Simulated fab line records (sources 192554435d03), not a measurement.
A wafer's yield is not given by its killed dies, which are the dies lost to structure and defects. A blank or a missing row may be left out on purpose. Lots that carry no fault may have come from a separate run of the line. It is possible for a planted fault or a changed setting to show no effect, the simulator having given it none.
Split-lot trial -- flow n5_finfet -- 39 wafers read from 7 lots, route of 1938 steps

## ON THE SPLIT
At N5_SD_EPI_N_EPI_21 (deposits Si:P, time 690 s), the setting epi_growth_time_s was moved away from the recipe's 690 s on 18 of the 39 wafers read, by -53.9% to +47.5%. For the rest of the wafers, this setting stayed at what the recipe calls for.

## FROM THE SPLIT TO THE READING: what the file shows between them, 5 steps
- N5_SD_EPI_N_EPI_MEAS_23
- N5_SD_EPI_P_EPI_21: deposits SiGe:B, time 355 s (also split here: time_s)
- N5_SD_EPI_P_EPI_MEAS_23
- N5_SD_EPI_P_HM_STRIP_48: strips SiNx in H3PO4, material SiNx, target depth 3 nm
- N5_SD_EPI_P_SRD_49: time 30 s

## THE READING
Si-P_of_SD_EPI_N_EPI_21.thk_nm (the simulator's own value, which no gauge read), in nm, at N5_SD_EPI_P_PRECLEAN_24 (cleans in O3/DIW, time 45 s). The file gives no usual value for it. Here, 21 wafers ran the recipe; their average is 58.0 nm with a standard deviation of 0.65 nm.

wafer,"tool, chamber at the split","epi_growth_time_s as run, s",against the recipe,"Si-P_of_SD_EPI_N_EPI_21.thk_nm, nm",against lot-mates on the recipe
L074.1,"epi_rpcvd-02, 0",1018,+47.5%,75.4,+17.7
L074.2,"epi_rpcvd-02, 0",690,recipe,57.6,-
L074.5,"epi_rpcvd-02, 0",690,recipe,57.6,-
L074.3,"epi_rpcvd-02, 0",1018,+47.5%,76.6,+18.9
L074.4,"epi_rpcvd-02, 0",1018,+47.5%,77,+19.3
L074.6,"epi_rpcvd-02, 0",690,recipe,58,-
L075.1,"epi_rpcvd-04, 0",690,recipe,57.6,-
L075.4,"epi_rpcvd-04, 0",690,recipe,57.6,-
L075.2,"epi_rpcvd-04, 0",317.8,-53.9%,28.4,-29.1
L075.3,"epi_rpcvd-04, 0",317.8,-53.9%,29,-28.5
L075.5,"epi_rpcvd-04, 0",690,recipe,57.4,-
L075.6,"epi_rpcvd-04, 0",317.8,-53.9%,28.8,-28.7
L083.1,"epi_rpcvd-04, 0",690,recipe,58.6,-
L083.5,"epi_rpcvd-04, 0",690,recipe,58.6,-
L083.6,"epi_rpcvd-04, 0",690,recipe,58.2,-
L085.1,"epi_rpcvd-04, 0",403.2,-41.6%,37.2,-21.5
L085.2,"epi_rpcvd-04, 0",403.2,-41.6%,37.2,-21.5
L085.3,"epi_rpcvd-04, 0",403.2,-41.6%,37.2,-21.5
L085.4,"epi_rpcvd-04, 0",690,recipe,58.2,-
L085.5,"epi_rpcvd-04, 0",690,recipe,59.2,-
L085.6,"epi_rpcvd-04, 0",690,recipe,58.8,-
L086.1,"epi_rpcvd-01, 0",328.8,-52.3%,29.6,-27.5
L086.4,"epi_rpcvd-01, 0",328.8,-52.3%,29.6,-27.5
L086.6,"epi_rpcvd-01, 0",328.8,-52.3%,29.6,-27.5
L086.2,"epi_rpcvd-01, 0",690,recipe,57.2,-
L086.3,"epi_rpcvd-01, 0",690,recipe,56.6,-
L086.5,"epi_rpcvd-01, 0",690,recipe,57.4,-
L088.1,"epi_rpcvd-01, 0",690,recipe,57.6,-
L088.2,"epi_rpcvd-01, 0",690,recipe,58.2,-
L088.3,"epi_rpcvd-01, 0",436.9,-36.7%,40,-18.3
L088.4,"epi_rpcvd-01, 0",436.9,-36.7%,39.8,-18.5
L088.5,"epi_rpcvd-01, 0",436.9,-36.7%,39.6,-18.7
L088.6,"epi_rpcvd-01, 0",690,recipe,59,-
L096.1,"epi_rpcvd-01, 0",690,recipe,58.6,-
L096.2,"epi_rpcvd-01, 0",690,recipe,58.6,-
L096.3,"epi_rpcvd-01, 0",493.6,-28.5%,45.2,-13.1
L096.4,"epi_rpcvd-01, 0",690,recipe,57.8,-
L096.5,"epi_rpcvd-01, 0",493.6,-28.5%,44.4,-13.9
L096.6,"epi_rpcvd-01, 0",493.6,-28.5%,44.8,-13.5

FIT RESULTS
A straight line over all 39 wafers: Si-P_of_SD_EPI_N_EPI_21.thk_nm changes by +0.483 nm for each +1% of epi_growth_time_s; r = +0.99; the points scatter about the line by 1.7 nm.
The same after taking each lot's own level away (the mean of its wafers on the recipe; 39 wafers): +0.482 nm for each +1%; r = +0.99; scatter 1.4 nm.
Per that fit: largest epi_growth_time_s move, reading shift of 26 nm.
From 57.07 to 58.73 nm: that is the span of the lots' own levels, equal to 2.6 times the standard deviation above.
The two slopes are in agreement: the lot-to-lot level therefore moves the slope only a little.
Check: with one of the wafers moved furthest among these (-53.9%) left out of the fit, the line predicts -26.7 nm for it against its lot-mates. Against them it came out at -29.1 nm.

## THE OTHER SPLITS THESE WAFERS WENT THROUGH
Note: prior to the reading, these wafers also went through further splits. Each is held against what the fit with the lots' levels taken away leaves over:
other split on the same wafers,wafers away from the commonest value,r with Si-P_of_SD_EPI_N_EPI_21.thk_nm (lot level and that fit taken away)
N5_ZERO_LAYER_PECVD_02 time_s,12,+0.27
N5_FIN_SAQP_HM_DEP_03 target_thk_a,18,-0.06
N5_SD_EPI_P_EPI_21 time_s,15,+0.16

## THE WHOLE CHAIN: every reading that the file lists as answering this split, in the file's order
step,what it does,reading,change (the file's fit),r (the file's)
N5_SD_EPI_N_EPI_21,"deposits Si:P, time 690 s","Si-P_of_SD_EPI_N_EPI_21.thk_nm (the simulator's own value, which no gauge read)",+0.501 nm for each +1% of the setting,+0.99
N5_SD_EPI_N_EPI_MEAS_23,,thk_nm,withheld for each +1% of the setting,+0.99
N5_SD_EPI_P_PRECLEAN_24,"cleans in O3/DIW, time 45 s","Si-P_of_SD_EPI_N_EPI_21.thk_nm (the simulator's own value, which no gauge read)",+0.495 nm for each +1% of the setting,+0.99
N5_SD_ACTIVATION_RS_MEAS_03,measures by four-point-probe,RS_SD_N,"not straight: 44.4 at the lowest setting, 22.0 at the recipe, 16.7 at the highest",not given

## THE FILE'S OWN FIT
Si-P_of_SD_EPI_N_EPI_21.thk_nm changes by +0.495 nm for each +1% of epi_growth_time_s, r = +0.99.
